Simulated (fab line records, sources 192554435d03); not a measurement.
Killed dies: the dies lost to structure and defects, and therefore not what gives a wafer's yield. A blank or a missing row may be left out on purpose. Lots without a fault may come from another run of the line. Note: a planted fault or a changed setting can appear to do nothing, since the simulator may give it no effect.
fab line records | flow n5_finfet
record: lots: 5 | wafers: 15 | last_day: 17
route steps=1938 shown BEOL_M8@1399 BEOL_M9@1401
lots with no fault: from the same line, run without faults
start_h: hours from the record's opening day to when the first of the lot's shown wafers began | wait_h: hours from the lot's prior step to this one | " unchanged from the row above | L1.1+2: a row that stands for several wafers | - no value present, or no start provided | * or withheld: withheld | < > ~ a bound
route shown NAME@n: names a module that has steps shown in the file, with the first one's number in the route | usual: mean and standard deviation over wafers with no fault | same: alike in all rows | chamber/n: place in a boat | sites: readings site by site | _std_site: the standard deviation of these | _edge_site: the outer-site mean with the inner-site mean subtracted | radius_mm: for every site, how far away it sits from the centre of the wafer | mask NAME#n: copy n | behind: tool/chamber where the wafer was last shaped | hold: reason for holding the lot/hours on hold/outcome of the hold | device: which transistor (n, p or np) failed to switch | end of line: tests run on the same wafers once the route is complete | a step without rows: its recipe alone | killed: dies that structure and defects cost at the first sort, which is not the same as the wafer's yield | map: a wafer's dies, marking killed ones x, the rest . and places with no die _
set.NAME: the setting that was run; set.NAME@STEP: the one run at that earlier step | model.NAME: the simulator's own value behind a step, which no gauge read
a table for each step, a row for each wafer; lots at some steps of the route
services: a tool's chamber out of use, with start hour (start_h, from the record's first day; less than 0 if before it), hours out, and reason
== steps ==
step: N5_BEOL_M8_RS_MEAS_57
recipe: thk_meas_gauge: four-point-probe | reads: Cu_of_BEOL_M8_ECD_50+Co_of_BEOL_M8_CVD_78+TaN_of_BEOL_M8_ALD_77
usual: M8_RS: 0.289/0.0081
lot.wafer | tool          | chamber | start_h | wait_h | M8_RS[ohm/sq]
L079.2    | film_metro-01 | -       | 224.44  | 0.1    | 0.282
L079.4    | "             | -       | "       | "      | 0.285
L079.6    | "             | -       | "       | "      | 0.282
L086.1    | film_metro-01 | -       | 281.04  | 0.1    | 0.288
L086.5    | "             | -       | "       | "      | 0.290
L086.6    | "             | -       | "       | "      | 0.289
L088.3    | film_metro-02 | -       | 284.79  | 0.1    | 0.295
L088.4    | "             | -       | "       | "      | 0.283
L088.6    | "             | -       | "       | "      | 0.304
L090.2    | film_metro-02 | -       | 294.50  | 0.1    | 0.279
L090.4    | "             | -       | "       | "      | 0.292
L090.6    | "             | -       | "       | "      | 0.285
L095.2    | film_metro-01 | -       | 341.66  | 0.1    | 0.285
L095.5    | "             | -       | "       | "      | 0.294
L095.6    | "             | -       | "       | "      | 0.289
step: N5_BEOL_M8_INSPECT_58
recipe: inspect_instrument: darkfield | mode: post_dep
usual: raw_defect_count: 70/25
lot.wafer | tool              | chamber | start_h | wait_h | raw_defect_count
L079.2    | defect_inspect-02 | -       | 224.47  | 0.0    | 139
L079.4    | "                 | -       | "       | "      | 95
L079.6    | "                 | -       | "       | "      | 106
L086.1    | defect_inspect-01 | -       | 281.06  | 0.0    | 49
L086.5    | "                 | -       | "       | "      | 80
L086.6    | "                 | -       | "       | "      | 84
L088.3    | defect_inspect-01 | -       | 284.82  | 0.0    | 53
L088.4    | "                 | -       | "       | "      | 100
L088.6    | "                 | -       | "       | "      | 68
L090.2    | defect_inspect-02 | -       | 294.52  | 0.0    | 147
L090.4    | "                 | -       | "       | "      | 104
L090.6    | "                 | -       | "       | "      | 101
L095.2    | defect_inspect-01 | -       | 341.69  | 0.0    | 59
L095.5    | "                 | -       | "       | "      | 58
L095.6    | "                 | -       | "       | "      | 47
step: N5_BEOL_M9_ILD_DEP_00
recipe: material: SiCOH_lowk | target_thk_a: 3085.1 | temp_c: 300 | precursor: DEMS/porogen | pressure_torr: 5 | rf_w: 500 | time_s: 58
usual: heater_power_w: 341/71 | showerhead_plenum_p_Torr: 5.742/0.016 | throttle_valve_pct: 13.9/0.65
lot.wafer | tool     | chamber | start_h | wait_h | heater_power_w | showerhead_plenum_p_Torr | throttle_valve_pct
L079.2    | pecvd-04 | 2       | 224.50  | 0.0    | 398            | 5.745                    | 13.2
L079.4    | "        | 0       | "       | "      | 421            | 5.723                    | 13.0
L079.6    | "        | 1       | "       | "      | 421            | 5.732                    | 14.6
L086.1    | pecvd-04 | 2       | 281.10  | 0.0    | 398            | 5.741                    | 13.0
L086.5    | "        | 1       | "       | "      | 430            | 5.745                    | 14.8
L086.6    | "        | 2       | "       | "      | 321            | 5.748                    | 12.9
L088.3    | pecvd-01 | 1       | 284.85  | 0.0    | 382            | 5.738                    | 14.2
L088.4    | "        | 0       | "       | "      | 305            | 5.737                    | 14.0
L088.6    | "        | 2       | "       | "      | 392            | 5.770                    | 12.9
L090.2    | pecvd-01 | 2       | 294.56  | 0.0    | 392            | 5.751                    | 12.7
L090.4    | "        | 2       | "       | "      | 393            | 5.755                    | 13.0
L090.6    | "        | 0       | "       | "      | 304            | 5.738                    | 14.2
L095.2    | pecvd-04 | 0       | 341.73  | 0.0    | 408            | 5.738                    | 13.4
L095.5    | "        | 2       | "       | "      | 387            | 5.764                    | 13.2
L095.6    | "        | 0       | "       | "      | 433            | 5.744                    | 13.2
step: N5_BEOL_M9_CURE_71
recipe: temp_c: 385 | time_s: 240 | ambient: He/Ar | material: SiCOH_lowk
usual: lamp_power_pct: 52.31/0.054 | wafer_temp_C_max: 387.0/0.6
lot.wafer | tool       | chamber | start_h | wait_h | lamp_power_pct | wafer_temp_C_max
L079.2    | uv_cure-03 | 2       | 224.79  | 0.3    | 52.27          | 387.0
L079.4    | "          | 2       | "       | "      | 52.23          | 386.8
L079.6    | "          | 2       | "       | "      | 52.32          | 387.4
L086.1    | uv_cure-01 | 2       | 281.23  | 0.1    | 52.28          | 386.8
L086.5    | "          | 2       | "       | "      | 52.31          | 386.6
L086.6    | "          | 2       | "       | "      | 52.30          | 386.7
L088.3    | uv_cure-01 | 2       | 285.09  | 0.2    | 52.32          | 386.4
L088.4    | "          | 2       | "       | "      | 52.32          | 386.1
L088.6    | "          | 2       | "       | "      | 52.33          | 386.6
L090.2    | uv_cure-03 | 2       | 294.72  | 0.1    | 52.31          | 386.5
L090.4    | "          | 2       | "       | "      | 52.30          | 386.5
L090.6    | "          | 2       | "       | "      | 52.39          | 386.9
L095.2    | uv_cure-03 | 0       | 342.18  | 0.4    | 52.33          | 389.6
L095.5    | "          | 0       | "       | "      | 52.28          | 388.3
L095.6    | "          | 0       | "       | "      | 52.34          | 387.6
step: N5_BEOL_M9_THK_MEAS_01
recipe: reads: SiCOH_lowk_of_BEOL_M9_ILD_DEP_00
usual: M9_ILD_THK: 268/4.5
lot.wafer | tool          | chamber | start_h | wait_h | M9_ILD_THK[nm]
L079.2    | film_metro-01 | -       | 225.22  | 0.4    | 273
L079.4    | "             | -       | "       | "      | 273
L079.6    | "             | -       | "       | "      | 274
L086.1    | film_metro-02 | -       | 281.75  | 0.4    | 269
L086.5    | "             | -       | "       | "      | 268
L086.6    | "             | -       | "       | "      | 273
L088.3    | film_metro-01 | -       | 285.44  | 0.3    | 265
L088.4    | "             | -       | "       | "      | 266
L088.6    | "             | -       | "       | "      | 264
L090.2    | film_metro-02 | -       | 295.15  | 0.4    | 259
L090.4    | "             | -       | "       | "      | 264
L090.6    | "             | -       | "       | "      | 263
L095.2    | film_metro-02 | -       | 342.61  | 0.4    | 265
L095.5    | "             | -       | "       | "      | 268
L095.6    | "             | -       | "       | "      | 270
step: N5_BEOL_M9_PECVD_70
recipe: material: SiO2 | target_thk_a: 200 | temp_c: 400 | precursor: TEOS/O2 | pressure_torr: 5.5 | rf_w: 450 | teos_flow_sccm: 53.8 | gas: O2 | flow_sccm: 3000 | time_s: 22.7
usual: heater_power_w: 748/130 | showerhead_plenum_p_Torr: 8.79/0.063 | throttle_valve_pct: 22.5/1.1
lot.wafer | tool     | chamber | start_h | wait_h | heater_power_w | showerhead_plenum_p_Torr | throttle_valve_pct
L079.2    | pecvd-04 | 2       | 225.25  | 0.0    | 865            | 8.85                     | 21.0
L079.4    | "        | 2       | "       | "      | 869            | 8.85                     | 20.7
L079.6    | "        | 0       | "       | "      | 802            | 8.78                     | 21.6
L086.1    | pecvd-04 | 2       | 281.79  | 0.0    | 722            | 8.88                     | 20.8
L086.5    | "        | 0       | "       | "      | 854            | 8.80                     | 21.8
L086.6    | "        | 2       | "       | "      | 728            | 8.86                     | 21.1
L088.3    | pecvd-03 | 1       | 285.48  | 0.0    | 756            | 8.86                     | 23.5
L088.4    | "        | 2       | "       | "      | 488            | 8.77                     | 23.1
L088.6    | "        | 1       | "       | "      | 737            | 8.84                     | 23.4
L090.2    | pecvd-03 | 0       | 295.19  | 0.0    | 492            | 8.65                     | 23.5
L090.4    | "        | 2       | "       | "      | 558            | 8.76                     | 23.3
L090.6    | "        | 1       | "       | "      | 841            | 8.82                     | 23.4
L095.2    | pecvd-04 | 2       | 342.65  | 0.0    | 824            | 8.85                     | 21.2
L095.5    | "        | 2       | "       | "      | 807            | 8.87                     | 21.2
L095.6    | "        | 1       | "       | "      | 832            | 8.76                     | 23.7
step: N5_BEOL_M9_HM_DEP_02
recipe: material: TiN | target_thk_a: 200 | temp_c: 25 | chamber_pressure_pa: 0.49996
usual: throttle_valve_pct: 30.2/1.3
lot.wafer | tool           | chamber | start_h | wait_h | throttle_valve_pct
L079.2    | pvd_sputter-01 | -       | 227.89  | 2.6    | 31.2
L079.4    | "              | -       | "       | "      | 31.3
L079.6    | "              | -       | "       | "      | 31.3
L086.1    | pvd_sputter-03 | -       | 283.31  | 1.5    | 29.7
L086.5    | "              | -       | "       | "      | 28.3
L086.6    | "              | -       | "       | "      | 30.0
L088.3    | pvd_sputter-02 | -       | 285.54  | 0.0    | 29.6
L088.4    | "              | -       | "       | "      | 27.8
L088.6    | "              | -       | "       | "      | 31.3
L090.2    | pvd_sputter-02 | -       | 297.51  | 2.3    | 28.0
L090.4    | "              | -       | "       | "      | 31.3
L090.6    | "              | -       | "       | "      | 31.5
L095.2    | pvd_sputter-02 | -       | 343.93  | 1.3    | 29.8
L095.5    | "              | -       | "       | "      | 31.6
L095.6    | "              | -       | "       | "      | 31.2
step: N5_BEOL_M9_COAT_59
recipe: resist: SOC | temp_c: 250 | time_s: 60 | spin_rpm: 1500 | resist_thk_nm: 100
usual: heater_power_total_W: 500.8/1.7
lot.wafer | tool           | chamber | start_h | wait_h | heater_power_total_W
L079.2    | litho_track-03 | 0       | 228.02  | 0.1    | 498.5
L079.4    | "              | 0       | "       | "      | 503.1
L079.6    | "              | 0       | "       | "      | 498.2
L086.1    | litho_track-04 | 0       | 283.44  | 0.1    | 502.5
L086.5    | "              | 0       | "       | "      | 498.6
L086.6    | "              | 0       | "       | "      | 503.3
L088.3    | litho_track-04 | 0       | 285.66  | 0.1    | 503.4
L088.4    | "              | 0       | "       | "      | 498.9
L088.6    | "              | 0       | "       | "      | 499.5
L090.2    | litho_track-01 | 0       | 297.64  | 0.1    | 502.7
L090.4    | "              | 0       | "       | "      | 500.4
L090.6    | "              | 0       | "       | "      | 502.4
L095.2    | litho_track-01 | 0       | 344.06  | 0.1    | 502.2
L095.5    | "              | 0       | "       | "      | 502.2
L095.6    | "              | 0       | "       | "      | 502.8
step: N5_BEOL_M9_COAT_60
recipe: resist: SiARC | temp_c: 220 | time_s: 60 | spin_rpm: 1500 | resist_thk_nm: 30
usual: heater_power_total_W: 427.8/2.1
lot.wafer | tool           | chamber | start_h | wait_h | heater_power_total_W
L079.2    | litho_track-03 | 0       | -       | -      | 430.6
L079.4    | "              | 0       | "       | "      | 424.2
L079.6    | "              | 0       | "       | "      | 429.1
L086.1    | litho_track-04 | 0       | -       | -      | 428.9
L086.5    | "              | 0       | "       | "      | 428.8
L086.6    | "              | 0       | "       | "      | 428.6
L088.3    | litho_track-04 | 0       | -       | -      | 426.5
L088.4    | "              | 0       | "       | "      | 428.3
L088.6    | "              | 0       | "       | "      | 428.0
L090.2    | litho_track-01 | 0       | -       | -      | 430.8
L090.4    | "              | 0       | "       | "      | 427.1
L090.6    | "              | 0       | "       | "      | 430.4
L095.2    | litho_track-01 | 0       | -       | -      | 427.9
L095.5    | "              | 0       | "       | "      | 431.0
L095.6    | "              | 0       | "       | "      | 430.4
step: N5_BEOL_M9_COAT_05
recipe: resist: CAR-ArF | spin_rpm: 1500 | resist_thk_nm: 90
lot.wafer  | tool           | chamber | start_h | wait_h
L079.2+4+6 | litho_track-03 | 0       | -       | -
L086.1+5+6 | litho_track-04 | 0       | -       | -
L088.3+4+6 | litho_track-04 | 0       | -       | -
L090.2+4+6 | litho_track-01 | 0       | -       | -
L095.2+5+6 | litho_track-01 | 0       | -       | -
step: N5_BEOL_M9_EBR_07
recipe: solvent: PGMEA | ebr_width_mm: 1.5
lot.wafer  | tool           | chamber | start_h | wait_h
L079.2+4+6 | litho_track-03 | 0       | -       | -
L086.1+5+6 | litho_track-04 | 0       | -       | -
L088.3+4+6 | litho_track-04 | 0       | -       | -
L090.2+4+6 | litho_track-01 | 0       | -       | -
L095.2+5+6 | litho_track-01 | 0       | -       | -
step: N5_BEOL_M9_SOFTBAKE_06
recipe: temp_c: 110 | time_s: 60 | resist: CAR-ArF
usual: heater_power_total_W: 175.4/1.7
lot.wafer | tool           | chamber | start_h | wait_h | heater_power_total_W
L079.2    | litho_track-03 | 0       | -       | -      | 173.0
L079.4    | "              | 0       | "       | "      | 176.4
L079.6    | "              | 0       | "       | "      | 175.2
L086.1    | litho_track-04 | 0       | -       | -      | 177.1
L086.5    | "              | 0       | "       | "      | 175.3
L086.6    | "              | 0       | "       | "      | 174.0
L088.3    | litho_track-04 | 0       | -       | -      | 173.4
L088.4    | "              | 0       | "       | "      | 174.5
L088.6    | "              | 0       | "       | "      | 173.0
L090.2    | litho_track-01 | 0       | -       | -      | 177.6
L090.4    | "              | 0       | "       | "      | 173.8
L090.6    | "              | 0       | "       | "      | 174.8
L095.2    | litho_track-01 | 0       | -       | -      | 176.1
L095.5    | "              | 0       | "       | "      | 173.3
L095.6    | "              | 0       | "       | "      | 176.4
step: N5_BEOL_M9_EXPOSE_08
recipe: mask_id: M9 | na: 1.35 | source_shape: dipole | sigma_inner: 0.411 | sigma_outer: 0.611 | polarization: te | dose_mj: 53.75
lot.wafer  | tool            | chamber | start_h | wait_h | mask
L079.2+4+6 | arfi_scanner-03 | 0       | 228.26  | -      | M9#0
L086.1+5+6 | arfi_scanner-03 | 0       | 283.68  | -      | M9#0
L088.3+4+6 | arfi_scanner-01 | 0       | 285.92  | -      | M9#0
L090.2+4+6 | arfi_scanner-02 | 0       | 297.88  | -      | M9#0
L095.2+5+6 | arfi_scanner-03 | 0       | 344.31  | -      | M9#0
== services ==
tool            | chamber | start_h | hours | kind
uv_cure-03      | -       | 212.98  | 2.8   | pm
arfi_scanner-02 | -       | 222.80  | 8.2   | repair
arfi_scanner-01 | -       | 224.14  | 1.0   | pm
arfi_scanner-01 | -       | 232.07  | 0.8   | repair
arfi_scanner-02 | -       | 244.18  | 3.0   | pm
arfi_scanner-03 | -       | 249.42  | 1.0   | pm
pecvd-03        | -       | 258.70  | 26.5  | repair
arfi_scanner-03 | -       | 259.50  | 1.3   | pm
litho_track-01  | -       | 260.35  | -     | consumable_replace:filter
pecvd-04        | 2       | 266.62  | 5.5   | scheduled_down
arfi_scanner-02 | -       | 267.21  | 8.9   | repair
litho_track-04  | -       | 269.98  | -     | consumable_replace:filter
arfi_scanner-02 | -       | 276.12  | 1.0   | pm
arfi_scanner-02 | -       | 277.15  | 1.3   | pm
arfi_scanner-01 | -       | 278.04  | 3.9   | pm
arfi_scanner-01 | -       | 296.43  | 1.3   | pm
pecvd-04        | 0       | 297.54  | 2.1   | scheduled_down
arfi_scanner-01 | -       | 299.96  | 1.3   | repair
arfi_scanner-01 | -       | 301.29  | 17.3  | pm
pecvd-01        | -       | 329.36  | 1.0   | repair
arfi_scanner-01 | -       | 337.76  | 0.8   | pm
uv_cure-01      | -       | 339.05  | 15.0  | repair
pecvd-04        | 1       | 339.74  | 2.1   | scheduled_down
pecvd-03        | -       | 344.05  | 0.4   | repair
== key ==
fault none
